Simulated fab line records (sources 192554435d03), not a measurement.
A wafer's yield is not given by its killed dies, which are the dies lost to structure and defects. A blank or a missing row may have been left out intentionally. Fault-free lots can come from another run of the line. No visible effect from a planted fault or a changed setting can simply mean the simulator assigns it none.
Split-lot trial ; flow n5_finfet ; on a route of 1938 steps: 7 lots, 21 wafers read

== THE SPLIT ITSELF ==
At N5_BEOL_M2_DESCUM_33 (chemistry O2, time 7 s), the setting time_s was moved away from the recipe's 7 s on 3 of the 21 wafers read, by -21.8% to +10.1%. The other wafers ran this setting at the recipe's value.

== FROM THE SPLIT TO THE READING: what the file shows between them, 3 steps ==
- N5_BEOL_M2_ETCH_77: etches underlayer in N2/H2, target depth 6.5 nm, time 5.2 s
- N5_BEOL_M2_ETCH_69: etches SiARC in CF4, target depth 15.6 nm, time 26 s
- N5_BEOL_M2_ALD_98: deposits SiO2, target thk 2.5 nm, pulse time 1 s, co reactant pulse time 1 s

== THE READING ==
CAR-EUV_of_BEOL_M2_COAT_22.thk_nm (the simulator's own value, which no gauge read), in nm, at N5_BEOL_M2_ETCHBACK_99 (etches SiO2 in CHF3, target depth 5 nm, time 10.4 s). No usual value for it is given in the file. The 18 wafers here that ran the recipe average 10.4 nm, standard deviation 0.13 nm.

wafer;tool, chamber at the split;time_s as run, s;against the recipe;CAR-EUV_of_BEOL_M2_COAT_22.thk_nm, nm;against lot-mates on the recipe
L078.1;rie_diel-02, 0;7;recipe;10.4;-
L078.3;rie_diel-02, 1;5.476;-21.8%;11.2;+0.8
L078.6;rie_diel-02, 3;5.476;-21.8%;11.2;+0.8
L079.1;rie_diel-06, 2;7;recipe;10.4;-
L079.3;rie_diel-06, 0;7;recipe;10.6;-
L079.6;rie_diel-06, 0;7;recipe;10.6;-
L081.3;rie_diel-01, 3,0,3;7;recipe;10.4;-
L081.6;rie_diel-01, 3,0,3;7;recipe;10.4;-
L081.5;rie_diel-01, 3,0,3;7;recipe;10.6;-
L088.1;rie_diel-06, 0,2,1;7;recipe;10.4;-
L088.3;rie_diel-06, 0,2,1;7;recipe;10.4;-
L088.4;rie_diel-06, 0,2,1;7;recipe;10.4;-
L090.2;rie_diel-02, 0,1;7;recipe;10;-
L090.4;rie_diel-02, 3;7.709;+10.1%;9.8;-0.3
L090.5;rie_diel-02, 0,1;7;recipe;10.2;-
L092.1;rie_diel-01, 1,3,2;7;recipe;10.4;-
L092.3;rie_diel-01, 1,3,2;7;recipe;10.4;-
L092.5;rie_diel-01, 1,3,2;7;recipe;10.4;-
L095.1;rie_diel-06, 1,3,0;7;recipe;10.4;-
L095.3;rie_diel-06, 1,3,0;7;recipe;10.4;-
L095.6;rie_diel-06, 1,3,0;7;recipe;10.4;-
If several chambers appear in one row, that row covers several wafers at once and the file leaves open which wafer was in which chamber.

FIT RESULTS
A straight line over all 21 wafers: CAR-EUV_of_BEOL_M2_COAT_22.thk_nm changes by -0.0394 nm for each +1% of time_s; r = -0.90; the points scatter about the line by 0.14 nm.
The same after taking each lot's own level away (the mean of its wafers on the recipe; 21 wafers): -0.0359 nm for each +1%; r = -0.97; scatter 0.064 nm.
That fit puts the effect of the largest move of time_s on the reading at 0.78 nm.
The lots' own levels span 10.10 to 10.53 nm, that is 3.3 times the standard deviation above.
Hence the lot-to-lot level has little effect on the slope; both slopes agree.
Check: for one of the wafers moved furthest among these (-21.8%), held out of the fit, the line's prediction against its lot-mates is +0.775 nm. It came out at +0.8 nm against them.

== ADDITIONAL SPLITS CARRIED BY THESE WAFERS ==
These wafers also went through other splits before the reading. Each is held against what the fit with the lots' levels taken away leaves over:
other split on the same wafers;wafers away from the commonest value;r with CAR-EUV_of_BEOL_M2_COAT_22.thk_nm (lot level and that fit taken away)
N5_BEOL_M0_SAQP_PECVD_00 time_s;8;+0.08
N5_BEOL_M0_SAQP_PECVD_97 time_s;8;+0.18
N5_BEOL_M0_ETCH_138 source_w;7;+0.01
N5_BEOL_M1_ETCH_70 time_s;4;+0.28
N5_BEOL_M1_TRENCH_ETCH_37 source_w;7;+0.24

== THE WHOLE CHAIN: every reading that the file lists as answering this split, in the file's order ==
step;what it does;reading;change (the file's fit);r (the file's)
N5_BEOL_M2_DESCUM_33;chemistry O2, time 7 s;CAR-EUV_of_BEOL_M2_COAT_22.thk_nm (the simulator's own value, which no gauge read);-0.041 nm for each +1% of the setting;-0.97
N5_BEOL_M2_ETCH_77;etches underlayer in N2/H2, target depth 6.5 nm, time 5.2 s;CAR-EUV_of_BEOL_M2_COAT_22.thk_nm (the simulator's own value, which no gauge read);-0.0299 nm for each +1% of the setting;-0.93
N5_BEOL_M2_ETCH_69;etches SiARC in CF4, target depth 15.6 nm, time 26 s;CAR-EUV_of_BEOL_M2_COAT_22.thk_nm (the simulator's own value, which no gauge read);-0.0335 nm for each +1% of the setting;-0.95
N5_BEOL_M2_ETCHBACK_99;etches SiO2 in CHF3, target depth 5 nm, time 10.4 s;CAR-EUV_of_BEOL_M2_COAT_22.thk_nm (the simulator's own value, which no gauge read);-0.0355 nm for each +1% of the setting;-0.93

== THE FILE'S OWN FIT ==
CAR-EUV_of_BEOL_M2_COAT_22.thk_nm changes by -0.0355 nm for each +1% of time_s, r = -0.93.
